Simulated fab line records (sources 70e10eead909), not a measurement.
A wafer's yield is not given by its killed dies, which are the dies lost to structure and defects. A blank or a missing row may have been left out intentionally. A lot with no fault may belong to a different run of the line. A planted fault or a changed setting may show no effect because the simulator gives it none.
Matching of chambers :: flow nand_harc :: NHARC_A_CHANNEL_FILL_D2_STRIP_28 on rie_diel-06 has 4 sister chambers
The step strips in O2, time 20 s. 4 wafers are shown with their chamber, then 7 later ones without.

## WAFERS PAIRED WITH THEIR CHAMBERS
wafer: L089.1
chamber: 3
drypump_motor_current_A (A): 5.78

wafer: L089.6
chamber: 2
drypump_motor_current_A (A): 5.89

wafer: L088.1
chamber: 0
drypump_motor_current_A (A): 6.01

wafer: L088.4
chamber: 1
drypump_motor_current_A (A): 6.53

## WAFERS WITHOUT THEIR CHAMBER
wafer: L088.5
drypump_motor_current_A (A): 5.75

wafer: L090.1
drypump_motor_current_A (A): 5.85

wafer: L090.5
drypump_motor_current_A (A): 5.80

wafer: L090.6
drypump_motor_current_A (A): 6.00

wafer: L097.2
drypump_motor_current_A (A): 6.01

wafer: L097.4
drypump_motor_current_A (A): 5.85

wafer: L097.5
drypump_motor_current_A (A): 6.54

## THE CHAMBER EACH PASSED THROUGH
wafer: L088.5
from the rows above: 3
in truth: 3

wafer: L090.1
from the rows above: can't be placed: 2 or 3
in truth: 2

wafer: L090.5
from the rows above: 3
in truth: 3

wafer: L090.6
from the rows above: 0
in truth: 0

wafer: L097.2
from the rows above: 0
in truth: 0

wafer: L097.4
from the rows above: can't be placed: 2 or 3
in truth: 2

wafer: L097.5
from the rows above: 1
in truth: 1
5 of 7 placed correctly. Can't be placed from these rows: 2 (the true chamber is among the candidates in 2). Wrongly placed: 0.
How it was worked out, from the rows above alone: a wafer's distance from a chamber is the root of the sum, over the readings, of the square of ((its reading less the chamber's mean) divided by the reading's scatter). The wafer belongs to the nearest chamber; if the next one is less than 2 further off, it can't be placed. Each chamber's mean is taken over the wafers shown for it. The scatter: with one shown wafer a chamber, the root of the mean of the squares of how far each hidden wafer lies from its nearest shown one.
